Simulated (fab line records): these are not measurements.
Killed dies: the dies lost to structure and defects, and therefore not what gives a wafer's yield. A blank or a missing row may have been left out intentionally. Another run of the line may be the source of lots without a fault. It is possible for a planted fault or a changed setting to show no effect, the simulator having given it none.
Chamber matching :: flow n5 finfet :: 4 sister chambers for N5_BEOL_M9_ETCH_62 on rie diel-03
The step etches SOC in N2/H2, target depth 110 nm, overetch 22 nm, time 165 s. 20 wafers are shown with their chamber, then 10 later ones without.

== EACH WAFER AND ITS CHAMBER ==
wafer: L078.1
chamber: 2
drypump motor current A (A): 5.2
throttle valve pct (%): 18.08
oes product au (a.u.): 0.60

wafer: L078.5
chamber: 1
drypump motor current A (A): 4.7
throttle valve pct (%): 17.99
oes product au (a.u.): 0.74

wafer: L078.6
chamber: 2
drypump motor current A (A): 5.2
throttle valve pct (%): 18.10
oes product au (a.u.): 0.61

wafer: L079.1
chamber: 1
drypump motor current A (A): 4.7
throttle valve pct (%): 17.98
oes product au (a.u.): 0.73

wafer: L079.4
chamber: 2
drypump motor current A (A): 5.2
throttle valve pct (%): 18.10
oes product au (a.u.): 0.60

wafer: L079.5
chamber: 3
drypump motor current A (A): 6.4
throttle valve pct (%): 17.62
oes product au (a.u.): 0.74

wafer: L081.2
chamber: 0
drypump motor current A (A): 6.6
throttle valve pct (%): 17.41
oes product au (a.u.): 0.82

wafer: L081.3
chamber: 2
drypump motor current A (A): 5.2
throttle valve pct (%): 18.10
oes product au (a.u.): 0.60

wafer: L081.6
chamber: 0
drypump motor current A (A): 6.6
throttle valve pct (%): 17.43
oes product au (a.u.): 0.82

wafer: L080.3
chamber: 1
drypump motor current A (A): 4.7
throttle valve pct (%): 18.02
oes product au (a.u.): 0.73

wafer: L080.4
chamber: 0
drypump motor current A (A): 6.6
throttle valve pct (%): 17.43
oes product au (a.u.): 0.81

wafer: L080.5
chamber: 0
drypump motor current A (A): 6.6
throttle valve pct (%): 17.42
oes product au (a.u.): 0.80

wafer: L084.2
chamber: 2
drypump motor current A (A): 5.2
throttle valve pct (%): 18.11
oes product au (a.u.): 0.60

wafer: L084.3
chamber: 0
drypump motor current A (A): 6.6
throttle valve pct (%): 17.44
oes product au (a.u.): 0.77

wafer: L084.5
chamber: 0
drypump motor current A (A): 6.5
throttle valve pct (%): 17.43
oes product au (a.u.): 0.78

wafer: L087.1
chamber: 2
drypump motor current A (A): 5.2
throttle valve pct (%): 18.12
oes product au (a.u.): 0.59

wafer: L087.5
chamber: 3
drypump motor current A (A): 6.4
throttle valve pct (%): 17.66
oes product au (a.u.): 0.72

wafer: L087.6
chamber: 0
drypump motor current A (A): 6.5
throttle valve pct (%): 17.47
oes product au (a.u.): 0.77

wafer: L092.1
chamber: 2
drypump motor current A (A): 5.2
throttle valve pct (%): 18.13
oes product au (a.u.): 0.58

wafer: L092.2
chamber: 3
drypump motor current A (A): 6.4
throttle valve pct (%): 17.66
oes product au (a.u.): 0.71

SIGNATURES (means of the wafers above)
reading: drypump motor current A
chamber 0: 6.571
chamber 1: 4.700
chamber 2: 5.200
chamber 3: 6.400
scatter within a chamber: 0.0299

reading: throttle valve pct
chamber 0: 17.4329
chamber 1: 17.9967
chamber 2: 18.1057
chamber 3: 17.6467
scatter within a chamber: 0.0188

reading: oes product au
chamber 0: 0.7957
chamber 1: 0.7333
chamber 2: 0.5971
chamber 3: 0.7233
scatter within a chamber: 0.0159
Rule: distance of a wafer from a chamber = root of the sum over the readings of ((wafer's reading minus chamber's mean) / reading's scatter) squared. The wafer belongs to the nearest chamber; if the next one is less than 2 further off, it can't be placed. How the scatter is found: for the shown wafers, subtract from each reading the mean of its chamber, square and add these, divide the total by (wafers less chambers), then take the root.

== WAFERS MISSING THEIR CHAMBER ==
wafer: L092.3
drypump motor current A (A): 6.5
throttle valve pct (%): 17.46
oes product au (a.u.): 0.77

wafer: L093.2
drypump motor current A (A): 6.6
throttle valve pct (%): 17.46
oes product au (a.u.): 0.76

wafer: L093.4
drypump motor current A (A): 5.2
throttle valve pct (%): 18.13
oes product au (a.u.): 0.60

wafer: L093.5
drypump motor current A (A): 6.6
throttle valve pct (%): 17.46
oes product au (a.u.): 0.77

wafer: L094.1
drypump motor current A (A): 6.6
throttle valve pct (%): 17.48
oes product au (a.u.): 0.75

wafer: L094.4
drypump motor current A (A): 4.7
throttle valve pct (%): 18.06
oes product au (a.u.): 0.70

wafer: L094.5
drypump motor current A (A): 4.7
throttle valve pct (%): 18.05
oes product au (a.u.): 0.70

wafer: L097.3
drypump motor current A (A): 6.4
throttle valve pct (%): 17.67
oes product au (a.u.): 0.70

wafer: L097.4
drypump motor current A (A): 4.7
throttle valve pct (%): 18.04
oes product au (a.u.): 0.70

wafer: L097.5
drypump motor current A (A): 6.6
throttle valve pct (%): 17.47
oes product au (a.u.): 0.75

== WHICH CHAMBER EACH ONE RAN IN ==
wafer: L092.3
from the rows above: 0
in truth: 0

wafer: L093.2
from the rows above: 0
in truth: 0

wafer: L093.4
from the rows above: 2
in truth: 2

wafer: L093.5
from the rows above: 0
in truth: 0

wafer: L094.1
from the rows above: 0
in truth: 0

wafer: L094.4
from the rows above: 1
in truth: 1

wafer: L094.5
from the rows above: 1
in truth: 1

wafer: L097.3
from the rows above: 3
in truth: 3

wafer: L097.4
from the rows above: 1
in truth: 1

wafer: L097.5
from the rows above: 0
in truth: 0
Correctly placed: 10 of 10. From these rows, 0 cannot be placed. Number placed wrongly: 0.
